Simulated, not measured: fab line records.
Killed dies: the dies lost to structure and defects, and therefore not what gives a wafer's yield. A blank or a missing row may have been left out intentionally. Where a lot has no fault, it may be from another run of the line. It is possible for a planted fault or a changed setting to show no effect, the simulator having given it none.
Chamber matching	flow nand-harc	4 sister chambers for NHARC_A_SLIT_ETCH_24 on rie-diel-05
The step etches the open film in CF4/CHF3, target depth 121 nm, time 60.5 s. 24 wafers are shown with their chamber, then 12 later ones without.

== WAFERS PAIRED WITH THEIR CHAMBERS ==
wafer	chamber	rf-vpp-V (V)	oes-product-au (a.u.)	throttle-valve-pct (%)
L075.2	3	371.8	0.913	16.817
L075.4	0	369.9	0.923	16.798
L075.5	3	372.7	0.908	16.809
L074.2	3	373.5	0.917	16.806
L074.4	0	369.6	0.924	16.805
L074.5	3	372.6	0.912	16.812
L076.1	2	367.0	0.938	16.812
L076.2	3	373.1	0.923	16.800
L076.5	1	372.3	0.938	16.796
L079.4	2	367.6	0.978	16.788
L079.5	2	368.1	0.977	16.776
L079.6	1	370.5	0.982	16.809
L083.1	0	369.8	0.963	16.806
L083.2	1	370.1	0.990	16.795
L083.3	3	372.8	0.971	16.813
L081.2	0	368.1	0.955	16.791
L081.3	3	371.4	0.935	16.795
L081.5	3	373.1	0.934	16.788
L084.1	1	371.2	0.997	16.798
L084.2	2	367.9	0.984	16.794
L084.3	3	372.0	0.974	16.819
L087.3	0	371.3	0.968	16.819
L087.4	3	372.8	0.990	16.797
L087.5	0	371.3	0.974	16.799

SIGNATURES (means of the wafers above)
reading	chamber 0	chamber 1	chamber 2	chamber 3	scatter within a chamber
rf-vpp-V	370.000	371.025	367.650	372.580	0.852
oes-product-au	0.95117	0.97675	0.96925	0.93770	0.0264
throttle-valve-pct	16.80300	16.79950	16.79250	16.80560	0.0105
Rule: a wafer's distance from a chamber is the root of the sum, over the readings, of the square of ((its reading less the chamber's mean) divided by the reading's scatter). If the next closest chamber is less than 2 further off than the closest, the wafer can't be placed; otherwise it belongs to the closest. The scatter: take each reading less its chamber's mean, square it, sum over the shown wafers, divide by the number of wafers less the number of chambers, and take the root.

== WAFERS WITHOUT THEIR CHAMBER ==
wafer	rf-vpp-V (V)	oes-product-au (a.u.)	throttle-valve-pct (%)
L089.1	371.4	0.970	16.794
L089.2	369.8	0.980	16.789
L089.5	370.1	0.983	16.808
L091.1	371.2	0.964	16.796
L091.2	368.0	1.004	16.796
L091.6	371.5	0.996	16.808
L095.2	371.1	0.983	16.805
L095.4	368.2	0.979	16.814
L095.5	369.9	0.986	16.814
L097.3	370.3	0.942	16.799
L097.4	368.2	0.954	16.826
L097.6	372.9	0.939	16.796

== CHAMBER TAKEN BY EACH ==
wafer	from the rows above	in truth
L089.1	can't be placed: 1 or 0 or 3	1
L089.2	can't be placed: 0 or 1 or 2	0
L089.5	can't be placed: 0 or 1 or 2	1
L091.1	can't be placed: 1 or 0 or 3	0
L091.2	can't be placed: 2 or 0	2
L091.6	can't be placed: 1 or 0 or 3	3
L095.2	can't be placed: 1 or 0 or 3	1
L095.4	can't be placed: 2 or 0 or 1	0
L095.5	can't be placed: 0 or 1 or 2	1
L097.3	can't be placed: 0 or 1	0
L097.4	can't be placed: 0 or 2 or 1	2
L097.6	can't be placed: 3 or 1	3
Placed correctly: 0 of 12. These rows do not allow placing 12 (true chamber among the candidates in 12). Number placed wrongly: 0.
